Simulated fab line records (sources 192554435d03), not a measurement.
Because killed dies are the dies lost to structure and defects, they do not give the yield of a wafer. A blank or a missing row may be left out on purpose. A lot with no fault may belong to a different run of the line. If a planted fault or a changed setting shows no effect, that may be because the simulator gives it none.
2 desks looking at one fault	flow n5Finfet	each desk has only its own numbers; what lay behind them comes last

## FROM THE METROLOGY DESK
Lot by lot, what the gauges showed, no matter which tool ran the lot: averages of those sampled wafers that carry a number. If a lot's mean is further than 4 standard deviations from the usual mean, the lot is out of limits and carries the mark OUT (the distance appears in the brackets). Of its 10 readings 7 are shown: those that lie furthest out on some lot.
Columns: A = DIBL_N at N5_BEOL_M4_RC_MEAS_101, usual 36.0 mV/V; B = IOFF_N at N5_BEOL_M4_RC_MEAS_101, usual 0.154 nA/um; C = IOFF_P at N5_BEOL_M4_RC_MEAS_101, usual 0.21 nA/um; D = SS_N at N5_BEOL_M4_RC_MEAS_101, usual 71.4 mV/dec; E = SS_P at N5_BEOL_M4_RC_MEAS_101, usual 73.2 mV/dec; F = VT_N at N5_BEOL_M4_RC_MEAS_101, usual 250.2 mV; G = VT_P at N5_BEOL_M4_RC_MEAS_101, usual -251 mV
lot	first seen here	A	B	C	D	E	F	G
L413	day 9 05:26	37.4	0.166	0.23	72.2	73.6	247.7	-248
L416	day 10 23:41	36.7	0.164	0.21	71.7	73.1	249.7	-248
L415	day 11 04:26	35.1	0.132	0.18	70.7	72.9	252.4	-254
L418	day 12 00:50	35.4	0.145	0.19	71.3	72.7	250.2	-251
L420	day 12 12:19	33.8	0.124	0.18	70.8	72.3	252.4	-252
L428	day 14 04:01	35.1	0.143	0.18	71.3	73.3	251.2	-254
L430	day 15 03:34	38.0	0.198	0.25	71.9	73.8	246.8	-247
L435	day 15 11:02	36.6	0.162	0.22	71.7	73.2	251.0	-251
This desk found nothing out of limits on any of the 8 lots.

## FOR THE TOOL OWNER'S DESK: rieSi-01
The tool's own readings at N5_FIN_SAQP_MANDREL_ETCH_22 (etches a-Si in HBr/Cl2, stops on SiNx, target depth 60 nm, bt time 10 s, time 30 s): means of the sampled wafers that have a number, for each lot that ran on this tool. If a lot's mean is further than 4 standard deviations from the usual mean, the lot is out of limits and carries the mark OUT (the distance appears in the brackets).
Columns: A = drypumpMotorCurrentA at N5_FIN_SAQP_MANDREL_ETCH_22, usual 5.7 A; B = oesProductAu at N5_FIN_SAQP_MANDREL_ETCH_22, usual 0.766 a.u.; C = throttleValvePct at N5_FIN_SAQP_MANDREL_ETCH_22, usual 35.3 %
lot	first seen here	A	B	C
L413	day 2 03:33	5.5	0.759	35.1
L420	day 3 23:05	5.7	0.757	35.0
L428	day 5 22:49	5.5	0.718 (-4.4) OUT	35.2
L430	day 6 11:01	5.7	0.702 (-5.8) OUT	35.2
This desk finds L428, L430 out of limits, L428 being first, at day 5 22:49 (oesProductAu at N5_FIN_SAQP_MANDREL_ETCH_22). In limits: L413, L420.

## BROUGHT TOGETHER
The tool owner's desk could have raised an alarm at day 5 22:49, on L428, L430.
From the metrology desk's view, nothing was out of limits.
The metrology desk holds a record of L428, L430, inside its limits.
Every lot named ran N5_FIN_SAQP_MANDREL_ETCH_22 on rieSi-01.

## WHAT WAS PUT IN BY THE SIMULATOR
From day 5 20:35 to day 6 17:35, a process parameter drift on rieSi-01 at N5_FIN_SAQP_MANDREL_ETCH_22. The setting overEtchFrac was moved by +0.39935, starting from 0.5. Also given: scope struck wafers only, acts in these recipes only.
Shown lots that were struck: L428, L430.
Time in hours from fault onset to the first out-of-limits reading at each desk: the tool owner's desk, 2.
